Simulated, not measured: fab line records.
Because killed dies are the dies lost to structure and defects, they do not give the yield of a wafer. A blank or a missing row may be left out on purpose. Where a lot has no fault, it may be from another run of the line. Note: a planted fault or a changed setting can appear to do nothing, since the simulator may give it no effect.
Struck lot and sound lot, side by side | flow n5_finfet | 41 steps out of a route of 1938
Sound: the wafers L779.1, L779.3, L779.5. Struck: wafers L790.1, L790.3, L790.4. The cause comes at the end.
At each step with rows: each side's tool, then ch and its chambers, then its first start. Under that, the readings that differ: sound wafers | struck wafers | difference of the means | sigmas: that difference in standard deviations of wafers without a fault.
alike: readings whose means differ by less than 2 such deviations, and words and numbers that are the same on both sides. not compared: withheld readings, readings that some wafer has no value for, bounds like >300 that may hide the same value, and numbers for which the record gives no deviation and whose values overlap.
The two part at a step that has a row with sigmas, a row that says differs or no value, or rows on one side only. Numbers that don't overlap but have no deviation are shown without sigmas and don't part them. A reading that every wafer of one side lacks parts them only if that side has two wafers or more.

first, 11 steps without rows for these wafers: N5_BEOL_M0_SAQP_SPACER1_ETCHBACK_99 (etches SiO2 in CHF3/O2, target depth 15.4 nm, time 7.7 s); N5_BEOL_M0_SAQP_MANDREL1_REMOVE_100 (chemistry HBr/Cl2/O2, target a-Si, stops on SiNx, bt time 10 s); N5_BEOL_M0_SAQP_ETCH_101 (etches SiNx in CH3F/O2, target depth 29.9 nm, time 42.7 s); N5_BEOL_M0_SAQP_ETCH_102 (etches SiO2 in CF4, target depth 4 nm, time 4.4 s); N5_BEOL_M0_SAQP_MANDREL_ETCH_103 (etches a-Si in HBr/Cl2, stops on SiCN, target depth 45 nm, bt time 10 s, time 27 s); N5_BEOL_M0_SAQP_RECESS_104 (chemistry HF/NH3, target SiO2, target depth 18 nm, afs cycles 3, sublimation time 60 s); N5_BEOL_M0_SAQP_COAT_105 (time 60 s, resist thk 100 nm); N5_BEOL_M0_SAQP_ETCH_106 (etches SOC in N2/H2, stops on SiNx, target depth 150 nm); N5_BEOL_M0_SAQP_ETCH_107 (etches SiNx in CH3F/O2, target depth 30 nm); N5_BEOL_M0_SAQP_STRIP_108 (strips in N2/H2); N5_BEOL_M0_SAQP_RECESS_109 (chemistry HF/NH3, target SiO2, target depth 3 nm, afs cycles 1, sublimation time 60 s).
N5_BEOL_M0_SAQP_SPACER2_ALD_26: deposits SiO2, target thk 15 nm, pulse time 1 s, purge time 2 s.
  sound on ald_sin-01 ch 1,3, day 6 03:16; struck on ald_sin-01 ch 0,2,3, day 8 23:17
  alike: heater_power_w, precursor_pulse_height_rel
  not compared: since_wet_clean_h
then, 11 steps without rows for these wafers: N5_BEOL_M0_SAQP_SPACER2_ETCHBACK_27 (etches SiO2 in CHF3/O2, target depth 22.5 nm, time 11.25 s); N5_BEOL_M0_SAQP_MANDREL2_REMOVE_110 (chemistry HBr/Cl2/O2, target a-Si, stops on SiCN, bt time 10 s); N5_BEOL_M0_SAQP_COAT_69 (time 60 s, resist thk 90 nm); N5_BEOL_M0_SAQP_COAT_72 (time 60 s, resist thk 15 nm); N5_BEOL_M0_SAQP_COAT_87 (time 60 s, resist thk 5 nm); N5_BEOL_M0_SAQP_COAT_34 (resist thk 30 nm); N5_BEOL_M0_SAQP_EBR_36; N5_BEOL_M0_SAQP_SOFTBAKE_35 (time 60 s); N5_BEOL_M0_SAQP_EXPOSE_37 (exposes mask M0 CUT1, target cd 30 nm); N5_BEOL_M0_SAQP_PEB_38 (peb time 60 s); N5_BEOL_M0_SAQP_DEVELOP_39 (develop time 30 s).
N5_BEOL_M0_SAQP_INSPECT_42: inspects for defects (brightfield).
  sound on defect_inspect-02 at day 6 04:24; struck on defect_inspect-02 at day 9 00:37
  reading          | sound       | struck        | difference | sigmas
  raw_defect_count | 346 331 287 | 948 1037 1058 | +693       | +9
then, 14 steps without rows for these wafers: N5_BEOL_M0_SAQP_DESCUM_45 (chemistry O2, time 7 s); N5_BEOL_M0_SAQP_ETCH_88 (etches underlayer in N2/H2, target depth 6.5 nm, time 5.2 s); N5_BEOL_M0_SAQP_ETCH_73 (etches SiARC in CF4, target depth 19.5 nm, time 32.5 s); N5_BEOL_M0_SAQP_CUT_ETCH_46 (etches SOC in N2/H2, target depth 135 nm, overetch 27 nm, time 202.5 s); N5_BEOL_M0_SAQP_STRIP_74 (strips in N2/H2); N5_BEOL_M0_SAQP_STRIP_89 (strips in N2/H2); N5_BEOL_M0_SAQP_ALD_48 (deposits SiO2, target thk 20 nm, pulse time 1 s, co reactant pulse time 1 s); N5_BEOL_M0_SAQP_ETCH_49 (etches SiO2 in CF4/O2, target depth 37 nm); N5_BEOL_M0_SAQP_STRIP_75 (strips in CF4); N5_BEOL_M0_CUTY_COAT_50 (time 60 s, resist thk 15 nm); N5_BEOL_M0_CUTY_COAT_51 (resist thk 150 nm); N5_BEOL_M0_CUTY_EBR_52; N5_BEOL_M0_CUTY_SOFTBAKE_53 (time 60 s); N5_BEOL_M0_CUTY_EXPOSE_54 (exposes mask M0 ABLK).
N5_BEOL_M0_CUTY_INSPECT_59: inspects for defects (macro).
  sound on defect_inspect-01 at day 6 05:41; struck on defect_inspect-02 at day 9 02:00
  reading          | sound | struck         | difference | sigmas
  raw_defect_count | 2 4 2 | >300 >300 >300 | differs    |
-- record jumps: 2 days separate the struck wafers' starts on either side; left off in module BEOL_M0_CUTY, taken up again in module BEOL_M4, whose first shown step is the route's number 1111 --
N5_BEOL_M4_RC_MEAS_101:
  sound on prober-02 ch 0, day 8 10:01; struck on prober-01 ch 0, day 11 07:11
  reading       | sound       | struck      | difference | sigmas
  ION_P (uA/um) | 465 468 469 | 447 454 455 | -15        | -2
  alike: DIBL_N, DIBL_P, IOFF_N, IOFF_P, ION_N, SS_N, SS_P, VT_N, VT_P
-- record jumps: 4 days separate the struck wafers' starts on either side; left off in module BEOL_M4, taken up again in module PASSIVATION, whose first shown step is the route's number 1936 --
N5_PASSIVATION_PROBE_49:
  sound on prober-01 at day 12 18:07; struck on prober-01 at day 15 09:38
  reading                  | sound | struck         | difference | sigmas
  defect_limited_yield (%) | 90.2  | 83.3 84.7 85.4 | -5.7       | -4
  killed_at_M0_to_M3       | 45    | 140 116 114    | +78        | +8
  killed_dies              | 116   | 197 181 172    | +67        | +4
  killed_on_rim            | 6     | 32 36 33       | +28        | +8
  sort_bin_5_function (%)  | 5.5   | 9.5 9.2 8.8    | +3.7       | +5
  sort_n_pass              | 1064  | 983 999 1008   | -67        | -4
  sort_yield_pct (%)       | 90.2  | 83.3 84.7 85.4 | -5.7       | -4
  alike: killed_at_M4_up, killed_at_contacts, killed_at_front_end, killed_at_other, killed_open, killed_short, sort_bin_6_memory

== WHERE THEY PART ==
First at N5_BEOL_M0_SAQP_INSPECT_42; last, within this record, at N5_PASSIVATION_PROBE_49.

WHY: whatever the simulator had introduced
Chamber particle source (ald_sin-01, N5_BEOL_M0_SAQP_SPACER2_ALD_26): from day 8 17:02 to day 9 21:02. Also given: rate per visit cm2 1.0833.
